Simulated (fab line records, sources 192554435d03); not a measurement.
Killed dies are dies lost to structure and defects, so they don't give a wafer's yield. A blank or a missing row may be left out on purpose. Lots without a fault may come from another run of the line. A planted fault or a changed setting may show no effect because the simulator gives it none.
Problem report in the 8D (eight disciplines) form, filled by code | flow n5_finfet | the parts of the form that need people (team, actions taken, sign-off) are left out

1. THE PROBLEM
run_length_s at N5_BEOL_M7_CVD_78 reads a mean of 129.8 s on 3 wafers of 2 lots; wafers without a fault read 165.2 s with a standard deviation of 0.5. That is -71 standard deviations from the usual mean.
The step: deposits Co from CCTBA/H2, target thk 2 nm, time 142.3 s.
First seen on wafer L642.5, day 10 22:02, on cvd_co-02. The record holds 35 wafers of 12 lots with a number at this step. Rule for "out", or "out of limits": more than 4 standard deviations from the usual mean. The other wafers with a number count as sound.

2. WHAT IT IS AND WHAT IT IS NOT
question                    | is                     | is not
which readings at this step | run_length_s           | -
which lots                  | L642, L647             | L639, L640, L644, L645, L656, L657, L658, L659, L660, L661
which wafers of those lots  | L642.5, L642.6, L647.5 | L642.1, L647.4
read on which tools         | cvd_co-02              | cvd_co-01
when                        | from day 10 22:02      | up to then (13 sound wafers); but 19 sound wafers of L647, L656, L657, L658, L659, L660, L661 came after

3. SUSPECTS, AND WHAT RULES EACH OUT
Counting: a tool at a process step up to the reading stays a suspect if it ran every lot that is out. Sound lots after the first of them don't rule it out here, since some wafers of a struck lot are sound.
- cvd_co-02 at N5_BEOL_M7_CVD_78 (deposits Co from CCTBA/H2, target thk 2 nm, time 142.3 s): kept. It ran every lot that is out, first L642 (day 10 22:02); its last sound lot up to then is L644 (day 10 13:08). Its own readings are out on those wafers: run_length_s.
Left after counting: cvd_co-02 at N5_BEOL_M7_CVD_78.

4. THE CAUSE (what the simulator had put in)
Process parameter drift: cvd_co-02, from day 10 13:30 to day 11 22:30, at N5_BEOL_M7_CVD_78. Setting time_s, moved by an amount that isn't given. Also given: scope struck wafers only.
Counting left only this tool.

5. THE CHAIN OF EFFECTS, in route order
Each row: a reading whose mean over the struck wafers that have a number lies more than 3 standard deviations from the usual. Only readings for which the record gives a usual standard deviation are gone through. hours: the time from each lot's start at the first step in this table that gives one to its start at this step, as a median over the lots. sigmas: the change in usual standard deviations.
hours | step              | reading      | usual   | on struck wafers | change | sigmas
0     | N5_BEOL_M7_CVD_78 | run_length_s | 165.2 s | 129.8            | -35.4  | -71
The process steps in it:
- N5_BEOL_M7_CVD_78: deposits Co from CCTBA/H2, target thk 2 nm, time 142.3 s.

6. WHAT WOULD HAVE CAUGHT IT SOONER
In this record the first reading out of limits was taken at day 10 22:02, 9 hours after the fault began at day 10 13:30.
